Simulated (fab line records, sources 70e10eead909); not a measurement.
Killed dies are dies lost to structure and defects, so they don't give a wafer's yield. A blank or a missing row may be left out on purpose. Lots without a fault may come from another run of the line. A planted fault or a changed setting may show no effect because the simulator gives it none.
fab line records | flow nand_harc
record lots=14 wafers=40 last_day=33
route steps=1302 shown A_CHANNEL_FILL_D1@500 A_DECK1_JOINT@527 A_ONON_D2@545 END@1302
lots that met no fault: from a run of the same line without faults
start_h: hours from the record's first day to the start of the lot's first wafer shown | wait_h: hours since the lot's step before | " the same as in the row above | L1.1+2: a row that stands for several wafers | - no value, or no start given | * or withheld: withheld | < > ~ a bound
route shown NAME@n: a module of which the file shows steps, and the number in the route of the first | usual: mean/standard deviation of fault-free wafers | same: alike in all rows | chamber/n: place in a boat | sites: the reading at each site | _std_site: their standard deviation | _edge_site: outer sites' mean less inner sites' | radius_mm: how far each site lies from the wafer's centre | mask NAME#n: copy n | behind: the tool/chamber that last shaped the wafer | hold: why the lot was held/for how many hours/how that ended | device: the transistor (n, p or np) that didn't switch | end of line: the same wafers' tests at the end of the route | a step without rows: its recipe alone | killed: dies lost to structure and defects at the first sort, not the wafer's yield | map: a wafer's dies, x killed, . not, _ none there
set.NAME: the setting as run; set.NAME@STEP: as run at that earlier step | model.NAME: the simulator's own value behind a step, which no gauge read
steps of the route over a sample of lots; a table a step, a row a wafer
services: from which hour (start_h, from the record's first day; less than 0 if before it) a tool's chamber was out of use, for how many hours, and why
## steps
# step NHARC_A_CHANNEL_FILL_D1_ETCHBACK_20
# recipe target_depth_a=270 time_s=13.5 c4f8_flow_sccm=withheld o2_flow_sccm=8 ar_flow_sccm=withheld rf_w=600 bias_w=1500 chemistry=C4F8/O2/Ar
# usual oes_product_au=0.97/0.035 rf_vpp_V=978/5
# same time_s=13.5
# columns lot.wafer tool chamber start_h wait_h oes_product_au rf_hours_counter_h rf_vpp_V
L189.2 rie_diel-08 2 217.58 - 1.00 1 978
L189.1 " 3 " " 1.01 1 976
L189.5 " 2 " " 1.00 - 979
L190.1 rie_diel-12 0 223.85 - 0.92 6 984
L190.3 " 1 " " 0.93 6 980
L190.2 " 2 " " 0.93 5 984
L192.2 rie_diel-09 1 232.57 - 0.99 2 975
L192.6 " 1 " " 1.00 - 974
L192.5 " 2 " " 1.00 - 975
L197.4 rie_diel-12 1 309.11 - 0.99 1 980
L197.2 " 3 " " 0.99 1 986
L198.2 rie_diel-09 2 313.27 - 0.92 7 974
L198.6 " 3 " " 0.93 - 970
L201.4 rie_diel-12 2 328.47 - 0.97 2 982
L201.1 " 1 " " 0.95 3 981
L201.5 " 2 " " 0.96 - 981
L202.1 rie_diel-12 3 349.12 - 1.00 4 986
L202.4 " 0 " " 1.00 4 983
L202.6 " 2 " " 1.00 - 982
L203.2 rie_diel-08 0 355.49 - 0.92 14 979
L203.4 " 1 " " 0.93 12 971
L203.1 " 3 " " 0.93 13 976
L206.4 rie_diel-08 1 386.74 - 1.02 0 970
L206.1 " 0 " " 1.00 0 981
L206.6 " 1 " " 1.01 - 970
L207.4 rie_diel-08 1 397.17 - 1.00 0 969
L207.5 " 0 " " 1.00 - 980
L207.6 " 1 " " 1.00 - 968
L208.1 rie_diel-09 2 397.19 - 0.99 3 974
L208.6 " 3 " " 0.98 - 971
L208.5 " 0 " " 1.00 - 985
L209.4 rie_diel-08 0 415.06 - 1.00 1 981
L209.1 " 1 " " 1.01 1 970
L209.5 " 3 " " 1.02 - 975
L212.2 rie_diel-12 0 441.71 - 0.93 10 983
L212.6 " 0 " " 0.92 - 983
L212.5 " 1 " " 0.92 - 980
L211.4 rie_diel-08 0 441.71 - 1.01 3 979
L211.2 " 1 " " 0.99 3 969
L211.6 " 0 " " 0.99 - 982
# step NHARC_A_DECK1_JOINT_CMP_13
# recipe target_thk_nm=51.023
# usual motor_current_A=11.7/1 time_to_endpoint_s=8.9/1.8
# columns lot.wafer tool chamber start_h wait_h motor_current_A time_to_endpoint_s
L189.1 cmp-02 0 258.04 0.4 12.6 12.4
L189.2 " 1 " " 10.2 10.3
L189.5 " 1 " " 10.0 11.6
L190.2 cmp-04 3 260.51 0.4 12.2 8.1
L190.3 " 0 " " 10.7 8.1
L190.1 " 1 " " 10.6 8.8
L192.2 cmp-01 2 266.33 0.4 11.7 9.2
L192.6 " 3 " " 12.3 7.4
L192.5 " 0 " " 11.9 6.5
L197.2 cmp-01 0 343.12 0.4 11.8 10.1
L197.4 " 1 " " 11.7 8.2
L198.2 cmp-01 2 347.32 0.4 11.6 9.4
L198.6 " 1 " " 11.2 10.2
L201.4 cmp-02 3 362.69 0.4 10.7 11.8
L201.1 " 0 " " 12.7 8.3
L201.5 " 1 " " 10.4 10.3
L202.1 cmp-04 1 384.04 0.4 10.6 8.9
L202.4 " 3 " " 12.3 5.9
L202.6 " 1 " " 10.7 7.0
L203.2 cmp-04 2 389.41 0.4 13.5 8.9
L203.4 " 3 " " 12.0 6.1
L203.1 " 1 " " 10.8 6.4
L206.4 cmp-01 0 421.93 0.4 12.0 9.2
L206.1 " 2 " " 11.4 11.4
L206.6 " 1 " " 12.3 9.1
L208.1 cmp-04 3 431.27 0.4 12.6 8.3
L208.5 " 3 " " 12.1 6.7
L208.6 " 0 " " 10.4 5.1
L207.4 cmp-01 0 431.36 0.5 12.4 11.3
L207.6 " 1 " " 12.1 10.7
L207.5 " 2 " " 11.2 9.3
L209.4 cmp-02 2 450.53 0.4 11.1 9.7
L209.1 " 0 " " 12.7 10.4
L209.5 " 2 " " 11.7 7.1
L212.2 cmp-01 1 473.03 0.4 12.6 9.9
L212.5 " 2 " " 11.6 10.5
L212.6 " 3 " " 12.5 10.4
L211.2 cmp-01 0 476.80 0.4 11.6 8.4
L211.4 " 2 " " 11.1 7.0
L211.6 " 0 " " 12.3 7.3
# step NHARC_A_DECK1_JOINT_DEP_16
# recipe target_thk_a=450 temp_c=400 pressure_torr=6.5 rf_w=900 teos_flow_sccm=161.4 flow_sccm=2650 target_thk_nm=45 gas=O2 material=SiO2
# usual heater_power_w=568/89 throttle_valve_pct=16.1/0.61
# columns lot.wafer tool chamber start_h wait_h heater_power_w since_wet_clean_h throttle_valve_pct
L189.2 pecvd-04 2 282.14 0.1 726 0 16.5
L189.1 " 1 " " 544 0 16.1
L189.5 " 1 " " 561 - 15.7
L190.1 pecvd-01 2 282.29 0.1 582 139 16.0
L190.3 " 0 " " 537 139 15.3
L190.2 " 1 " " 549 139 16.8
L192.2 pecvd-04 2 288.81 0.1 663 7 16.8
L192.6 " 2 " " 667 - 16.7
L192.5 " 1 " " 582 - 15.7
L197.2 pecvd-02 0 368.24 0.1 680 128 15.6
L197.4 " 2 " " 500 - 17.6
L198.2 pecvd-02 1 374.83 0.1 478 135 16.1
L198.6 " 1 " " 487 - 16.1
L201.1 pecvd-04 0 388.74 0.1 521 107 16.3
L201.4 " 2 " " 679 - 16.7
L201.5 " 0 " " 532 - 16.2
L202.1 pecvd-02 1 404.86 0.1 405 165 15.8
L202.4 " 2 " " 622 - 17.2
L202.6 " 1 " " 414 - 15.8
L203.1 pecvd-04 2 411.60 0.1 658 130 16.8
L203.2 " 0 " " 487 130 16.2
L203.4 " 0 " " 463 - 16.2
L206.1 pecvd-04 1 446.00 0.1 554 164 16.1
L206.4 " 0 " " 440 - 16.4
L206.6 " 2 " " 633 - 16.8
L208.1 pecvd-01 1 458.34 0.2 642 134 17.1
L208.5 " 0 " " 498 - 15.9
L208.6 " 1 " " 640 - 17.1
L207.6 pecvd-02 0 458.46 0.3 670 - 15.3
L207.5 " 1 " " 462 - 15.7
L207.4 " 2 " " 542 - 16.6
L209.1 pecvd-04 1 472.23 0.3 608 9 15.5
L209.4 " 2 " " 722 - 16.4
L209.5 " 0 " " 555 - 15.6
L212.2 pecvd-02 2 495.15 0.2 593 74 16.6
L212.6 " 2 " " 595 - 16.6
L212.5 " 0 " " 709 - 15.5
L211.2 pecvd-01 2 505.97 0.1 531 0 15.6
L211.4 " 2 " " 529 - 15.2
L211.6 " 1 " " 621 - 16.5
# step NHARC_A_ONON_D2_DEP_00
# recipe target_thk_a=10000 n2_flow_sccm=2750 n2o_flow_sccm=2000 nh3_flow_sccm=500 sih4_flow_sccm=210 temp_c=400
# columns lot.wafer tool chamber start_h wait_h
L189.1+2+5 pecvd_onon-04 0 282.52 0.1
L190.1+2+3 pecvd_onon-03 0 282.67 0.1
L192.2+5+6 pecvd_onon-02 0 289.25 0.1
L197.2+4 pecvd_onon-03 0 368.62 0.1
L198.2+6 pecvd_onon-03 0 375.24 0.1
L201.1+4+5 pecvd_onon-03 0 389.20 0.1
L202.1+4+6 pecvd_onon-02 0 405.19 0.1
L203.1+2+4 pecvd_onon-02 0 411.98 0.1
L206.1+4+6 pecvd_onon-03 0 446.36 0.1
L208.1+5+6 pecvd_onon-03 0 458.69 0.1
L207.4+5+6 pecvd_onon-04 0 458.93 0.2
L209.1+4+5 pecvd_onon-03 0 472.64 0.1
L212.2+5+6 pecvd_onon-03 0 495.59 0.1
L211.2+4+6 pecvd_onon-02 0 506.41 0.1
# step NHARC_A_ONON_D2_THK_MEAS_02
# recipe thk_meas_gauge=ellipsometry
# usual thk_nm=1004/9.2
# columns lot.wafer tool chamber start_h wait_h thk_nm
L189.1 film_metro-02 - 283.03 - 996
L189.2 " - " " 995
L189.5 " - " " 996
L190.1 film_metro-01 - 283.19 - 1018
L190.2 " - " " 1017
L190.3 " - " " 1018
L192.2 film_metro-01 - 289.70 - 1005
L192.5 " - " " 1006
L192.6 " - " " 1005
L197.2 film_metro-02 - 369.07 - 1457
L197.4 " - " " 1000
L198.2 film_metro-01 - 375.70 - 1468
L198.6 " - " " 1009
L201.1 film_metro-01 - 389.71 - 1445
L201.4 " - " " 988
L201.5 " - " " 988
L202.1 film_metro-01 - 405.70 - 1010
L202.4 " - " " 1011
L202.6 " - " " 1012
L203.1 film_metro-01 - 412.49 - 993
L203.2 " - " " 994
L203.4 " - " " 994
L206.1 film_metro-02 - 446.87 - 1005
L206.4 " - " " 1006
L206.6 " - " " 1006
L208.1 film_metro-02 - 459.20 - 1015
L208.5 " - " " 1017
L208.6 " - " " 1014
L207.4 film_metro-01 - 459.26 - 1010
L207.5 " - " " 1010
L207.6 " - " " 1013
L209.1 film_metro-01 - 473.18 - 995
L209.4 " - " " 994
L209.5 " - " " 993
L212.2 film_metro-01 - 496.04 - 1012
L212.5 " - " " 1012
L212.6 " - " " 1014
L211.2 film_metro-01 - 506.86 - 987
L211.4 " - " " 987
L211.6 " - " " 986
# step NHARC_END_SORT_01
# recipe temp_c=25
# usual killed_at_array=50/14 killed_at_other=0.9/1 killed_at_periphery=3.9/2.5 killed_dies=55/15 killed_open=3.5/1.9 killed_short=2.5/1.7
# same gross_dies=677
# columns lot.wafer tool chamber start_h wait_h killed_at_array killed_at_other killed_at_periphery killed_dies killed_open killed_short
L203.1 prober-01 0 694.27 2.5 56 0 6 62 5 2
L203.2 prober-01 0 695.07 2.8 66 0 6 72 10 0
L203.4 prober-01 0 696.68 3.4 66 2 9 77 3 6
L207.4 prober-02 0 739.09 3.4 49 0 3 52 4 3
L207.5 prober-02 0 739.89 3.7 40 5 5 50 2 2
L207.6 prober-02 0 740.69 4.0 31 2 3 36 3 2
L208.1 prober-01 0 742.30 2.5 58 0 2 60 0 0
L208.5 prober-01 0 745.50 3.7 66 2 3 71 5 4
L208.6 prober-01 0 746.29 4.0 55 0 3 58 3 1
L206.1 prober-02 0 754.05 2.6 47 1 8 56 5 1
L206.4 prober-02 0 756.46 3.4 48 0 2 50 1 1
L206.6 prober-02 0 758.06 4.0 65 0 6 71 7 2
L209.1 prober-01 0 770.71 2.5 57 1 10 68 5 9
L209.4 prober-01 0 773.10 3.4 54 3 4 61 3 2
L209.5 prober-01 0 773.90 3.7 50 3 4 57 3 2
# killed by level:class
L203.1 A_CHANNEL_HOLE_D2:chamber_film_flake=22 A_CHANNEL_HOLE_D1:chamber_film_flake=15 A_CONTACT:chamber_film_flake=9 P_GATE:chamber_film_flake=3 A_SLIT:chamber_film_flake=3 A_STAIRCASE:chamber_film_flake=2 A_M0:geometric_particle:open=2 P_CONTACT:geometric_particle:short=1
L203.2 A_CHANNEL_HOLE_D1:chamber_film_flake=36 A_CHANNEL_HOLE_D2:chamber_film_flake=14 A_CONTACT:chamber_film_flake=5 A_CHANNEL_FILL_D2:geometric_particle:open=3 P_GATE:chamber_film_flake=3 A_CHANNEL_FILL_D1:geometric_particle:open=2 A_SLIT:chamber_film_flake=2 A_STAIRCASE:chamber_film_flake=2
L203.4 A_CHANNEL_HOLE_D1:chamber_film_flake=37 A_CHANNEL_HOLE_D2:chamber_film_flake=17 P_GATE:chamber_film_flake=5 A_SLIT:chamber_film_flake=3 STARTING-WAFER:geometric_particle:short=2 P_STI:chamber_film_flake=2 A_CONTACT:chamber_film_flake=2 P_STI:geometric_particle:short=1
L207.4 A_CHANNEL_HOLE_D1:chamber_film_flake=38 P_M0:chamber_film_flake=2 A_STAIRCASE:chamber_film_flake=2 P_M0:geometric_particle:open=1 A_ONON_D1:geometric_particle:short=1 A_CHANNEL_FILL_D1:geometric_particle:open=1 A_DECK1_JOINT:geometric_particle:short=1 A_WL_FILL:geometric_particle:open=1
L207.5 A_CHANNEL_HOLE_D1:chamber_film_flake=30 THIN_TSV:chamber_film_flake=5 A_SLIT:chamber_film_flake=3 P_CONTACT:chamber_film_flake=2 A_CONTACT:chamber_film_flake=2 P_GATE:geometric_particle:open=1 P_CONTACT:geometric_particle:open=1 A_CHANNEL_FILL_D1:geometric_particle:short=1
L207.6 A_CHANNEL_HOLE_D1:chamber_film_flake=20 A_SLIT:chamber_film_flake=5 A_STAIRCASE:chamber_film_flake=2 A_CHANNEL_HOLE_D1:geometric_particle:short=1 A_ONON_D2:geometric_particle:short=1 A_WL_FILL:geometric_particle:open=1 A_BLC:geometric_particle:open=1 P_CONTACT:chamber_film_flake=1
L208.1 A_CHANNEL_HOLE_D2:chamber_film_flake=24 A_SLIT:chamber_film_flake=19 A_CHANNEL_HOLE_D1:chamber_film_flake=7 A_WL_FILL:chamber_film_flake=3 A_STAIRCASE:chamber_film_flake=3 P_ZERO_WELL:chamber_film_flake=2 A_CONTACT:chamber_film_flake=2
L208.5 A_SLIT:chamber_film_flake=20 A_CHANNEL_HOLE_D2:chamber_film_flake=17 A_CHANNEL_HOLE_D1:chamber_film_flake=10 A_STAIRCASE:chamber_film_flake=6 A_WL_FILL:chamber_film_flake=4 THIN_TSV:chamber_film_flake=2 P_STI:geometric_particle:short=1 P_CONTACT:geometric_particle:open=1
L208.6 A_CHANNEL_HOLE_D2:chamber_film_flake=17 A_SLIT:chamber_film_flake=15 A_CHANNEL_HOLE_D1:chamber_film_flake=7 A_CONTACT:chamber_film_flake=5 A_STAIRCASE:chamber_film_flake=3 A_WL_FILL:chamber_film_flake=2 A_CHANNEL_HOLE_D1:geometric_particle:open=1 A_ONON_D2:geometric_particle:short=1
L206.1 A_CHANNEL_HOLE_D2:chamber_film_flake=20 A_CONTACT:chamber_film_flake=11 A_CHANNEL_HOLE_D1:chamber_film_flake=7 P_GATE:geometric_particle:open=2 A_SLIT:chamber_film_flake=2 A_CHANNEL_FILL_D2:geometric_particle:open=2 P_GATE:chamber_film_flake=2 A_CHANNEL_FILL_D2:chamber_film_flake=2
L206.4 A_CHANNEL_HOLE_D1:chamber_film_flake=15 A_CHANNEL_HOLE_D2:chamber_film_flake=14 A_CONTACT:chamber_film_flake=8 A_ZERO_WELL:chamber_film_flake=2 A_CHANNEL_FILL_D1:chamber_film_flake=2 A_CHANNEL_FILL_D2:chamber_film_flake=2 A_STAIRCASE:chamber_film_flake=2 A_SLIT:chamber_film_flake=2
L206.6 A_CHANNEL_HOLE_D2:chamber_film_flake=23 A_CHANNEL_HOLE_D1:chamber_film_flake=16 A_CONTACT:chamber_film_flake=12 A_SLIT:chamber_film_flake=3 P_STI:chamber_film_flake=2 P_GATE:chamber_film_flake=2 P_M0:geometric_particle:open=1 P_M0:geometric_particle:short=1
L209.1 A_CHANNEL_HOLE_D2:chamber_film_flake=22 A_CHANNEL_HOLE_D1:chamber_film_flake=8 A_SLIT:chamber_film_flake=8 A_CONTACT:chamber_film_flake=5 P_CONTACT:chamber_film_flake=3 P_STI:geometric_particle:short=2 A_DECK1_JOINT:chamber_film_flake=2 P_GATE:geometric_particle:short=1
L209.4 A_CHANNEL_HOLE_D2:chamber_film_flake=28 A_CHANNEL_HOLE_D1:chamber_film_flake=8 A_CONTACT:chamber_film_flake=6 A_SLIT:chamber_film_flake=5 P_CONTACT:chamber_film_flake=3 THIN_TSV:chamber_film_flake=3 A_CHANNEL_FILL_D1:chamber_film_flake=2 P_CONTACT:geometric_particle:open=1
L209.5 A_CHANNEL_HOLE_D2:chamber_film_flake=23 A_CONTACT:chamber_film_flake=7 A_CHANNEL_HOLE_D1:chamber_film_flake=6 P_CONTACT:chamber_film_flake=4 A_SLIT:chamber_film_flake=4 THIN_TSV:chamber_film_flake=3 A_STAIRCASE:chamber_film_flake=2 A_CHANNEL_HOLE_D1:geometric_particle:open=1
## services
# columns tool chamber start_h hours kind
rie_diel-12 1 195.26 6.4 repair
pecvd_onon-03 - 227.04 13.0 pm
pecvd-02 - 227.33 13.0 pm
rie_diel-12 - 268.46 9.0 pm
pecvd-04 - 269.06 13.0 pm
cmp-01 - 283.50 4.0 pm
pecvd-04 0 306.16 4.7 repair
pecvd-04 - 323.02 1.2 repair
pecvd-04 - 334.83 0.5 repair
cmp-01 - 338.28 4.4 repair
pecvd-04 - 344.25 0.9 repair
rie_diel-12 3 366.14 3.0 repair
rie_diel-08 - 367.80 9.0 pm
pecvd-04 1 381.27 7.6 repair
cmp-01 - 381.50 4.0 pm
rie_diel-12 - 386.25 0.9 repair
cmp-01 - 397.77 1.0 repair
pecvd_onon-03 - 408.04 13.0 pm
pecvd-02 - 408.33 13.0 pm
rie_diel-12 - 445.46 9.0 pm
pecvd-04 - 450.06 13.0 pm
cmp-01 - 470.18 1.4 repair
cmp-01 - 479.50 4.0 pm
rie_diel-08 3 495.83 8.4 repair
## key
first_sign step=NHARC_A_ONON_D2_THK_MEAS_02 reading=thk_nm direction=up sigmas=49 usual=1004 struck=1457
effect none on later readings
met_at NHARC_A_ONON_D2_DEP_00
struck_lots L197,L198,L201
struck_wafers L197.2,L198.2,L201.1
tester_left_out L197,L198,L201
not_acting_at NHARC_A_CHANNEL_FILL_D1_ETCHBACK_20,NHARC_A_DECK1_JOINT_CMP_13,NHARC_A_DECK1_JOINT_DEP_16
onset_between 282.67 368.62
fault kind=process_parameter_drift tool=pecvd_onon-03 chamber=- onset_h=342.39 steps=NHARC_A_ONON_D2_DEP_00 channel=target_thk_a offset=* shape=step end_h=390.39 scope=struck_wafers_only acts_in=* stated=*
# tester_left_out: of these lots the tester's yield and bins aren't shown, on N5 and GAA mostly nor the transistor test; their killed dies are dies lost to structure and defects alone, not to doping, threshold or leakage, so they don't give the yield
